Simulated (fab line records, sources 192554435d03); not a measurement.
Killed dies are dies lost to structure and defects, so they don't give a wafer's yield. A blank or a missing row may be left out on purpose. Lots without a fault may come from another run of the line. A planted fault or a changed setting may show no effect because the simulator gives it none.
Split-lot experiment | flow n5_finfet | 7 lots, 21 wafers read, on a route of 1938 steps

THE SPLIT
At N5_BEOL_M7_COAT_05 (resist thk 90 nm), the setting spin_rpm was moved away from the recipe's 1500 rpm on 8 of the 21 wafers read, by +4.6% to +10.3%. The other wafers ran this setting at the recipe's value.

FROM THE SPLIT TO THE READING: what the file shows between them, 5 steps
- N5_BEOL_M7_EBR_07
- N5_BEOL_M7_SOFTBAKE_06: time 60 s
- N5_BEOL_M7_EXPOSE_08: exposes mask M7
- N5_BEOL_M7_PEB_09: peb time 60 s
- N5_BEOL_M7_DEVELOP_10: develop time 30 s

THE READING
CAR-ArF_of_BEOL_M7_COAT_05.thk_nm (the simulator's own value, which no gauge read), in nm, at N5_BEOL_M7_DESCUM_16 (chemistry O2, time 7.9 s). The file gives no usual value for it. The 13 wafers here that ran the recipe average 83.7 nm, standard deviation 0.47 nm.

wafer  | tool, chamber at the split | spin_rpm as run, rpm | against the recipe | CAR-ArF_of_BEOL_M7_COAT_05.thk_nm, nm | against lot-mates on the recipe
L075.2 | litho_track-02, 0          | 1639                 | +9.3%              | 79.4                                  | -4.0
L075.3 | litho_track-02, 0          | 1639                 | +9.3%              | 79.4                                  | -4.0
L075.6 | litho_track-02, 0          | 1500                 | recipe             | 83.4                                  | -
L076.3 | litho_track-01, 0          | 1630                 | +8.7%              | 79.8                                  | no lot-mate on the recipe
L076.4 | litho_track-01, 0          | 1630                 | +8.7%              | 79.6                                  | no lot-mate on the recipe
L076.5 | litho_track-01, 0          | 1630                 | +8.7%              | 80                                    | no lot-mate on the recipe
L081.2 | litho_track-02, 0          | 1569                 | +4.6%              | 81.2                                  | -2.4
L081.5 | litho_track-02, 0          | 1500                 | recipe             | 83.8                                  | -
L081.6 | litho_track-02, 0          | 1500                 | recipe             | 83.4                                  | -
L080.2 | litho_track-03, 0          | 1500                 | recipe             | 83.6                                  | -
L080.5 | litho_track-03, 0          | 1500                 | recipe             | 83.2                                  | -
L080.6 | litho_track-03, 0          | 1500                 | recipe             | 83.4                                  | -
L084.3 | litho_track-02, 0          | 1500                 | recipe             | 84.4                                  | -
L084.5 | litho_track-02, 0          | 1500                 | recipe             | 84.4                                  | -
L084.6 | litho_track-02, 0          | 1500                 | recipe             | 84.4                                  | -
L085.2 | litho_track-02, 0          | 1500                 | recipe             | 83                                    | -
L085.3 | litho_track-02, 0          | 1500                 | recipe             | 83.2                                  | -
L085.5 | litho_track-02, 0          | 1500                 | recipe             | 83.4                                  | -
L093.1 | litho_track-03, 0          | 1500                 | recipe             | 84                                    | -
L093.3 | litho_track-03, 0          | 1654                 | +10.3%             | 79.4                                  | -4.6
L093.5 | litho_track-03, 0          | 1654                 | +10.3%             | 79.4                                  | -4.6

THE FIT
A straight line over all 21 wafers: CAR-ArF_of_BEOL_M7_COAT_05.thk_nm changes by -0.44 nm for each +1% of spin_rpm; r = -0.98; the points scatter about the line by 0.42 nm.
The same after taking each lot's own level away (the mean of its wafers on the recipe; 18 wafers): -0.444 nm for each +1%; r = -1.00; scatter 0.16 nm.
On that fit, the largest move of spin_rpm shifts the reading by 4.6 nm.
The lots' own levels span 83.20 to 84.40 nm, that is 2.5 times the standard deviation above.
So the lot-to-lot level changes the slope little: the two slopes agree.
Check: with one of the wafers moved furthest among these (+10.3%) left out of the fit, the line predicts -4.55 nm for it against its lot-mates. It came out at -4.6 nm against them.

OTHER SPLITS ON THESE WAFERS
These wafers also went through other splits before the reading. Each is held against what the fit with the lots' levels taken away leaves over:
other split on the same wafers | wafers away from the commonest value | r with CAR-ArF_of_BEOL_M7_COAT_05.thk_nm (lot level and that fit taken away)
N5_BEOL_M5_COAT_74 spin_rpm    | 8                                    | +0.64
N5_BEOL_M6_EXPOSE_08 dose_mj   | 10                                   | +0.37
N5_BEOL_M6_ETCH_62 bias_w      | 6                                    | +0.17
N5_BEOL_M7_PECVD_70 temp_c     | 6                                    | -0.29

THE WHOLE CHAIN: every reading that the file lists as answering this split, in the file's order
step                  | what it does             | reading                                                                            | change (the file's fit)               | r (the file's)
N5_BEOL_M7_COAT_05    | resist thk 90 nm         | CAR-ArF_of_BEOL_M7_COAT_05.thk_nm (the simulator's own value, which no gauge read) | -0.436 nm for each +1% of the setting | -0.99
N5_BEOL_M7_DEVELOP_10 | develop time 30 s        | CAR-ArF_of_BEOL_M7_COAT_05.thk_nm (the simulator's own value, which no gauge read) | -0.428 nm for each +1% of the setting | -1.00
N5_BEOL_M7_DESCUM_16  | chemistry O2, time 7.9 s | CAR-ArF_of_BEOL_M7_COAT_05.thk_nm (the simulator's own value, which no gauge read) | -0.449 nm for each +1% of the setting | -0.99

THE FILE'S OWN FIT
CAR-ArF_of_BEOL_M7_COAT_05.thk_nm changes by -0.449 nm for each +1% of spin_rpm, r = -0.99.
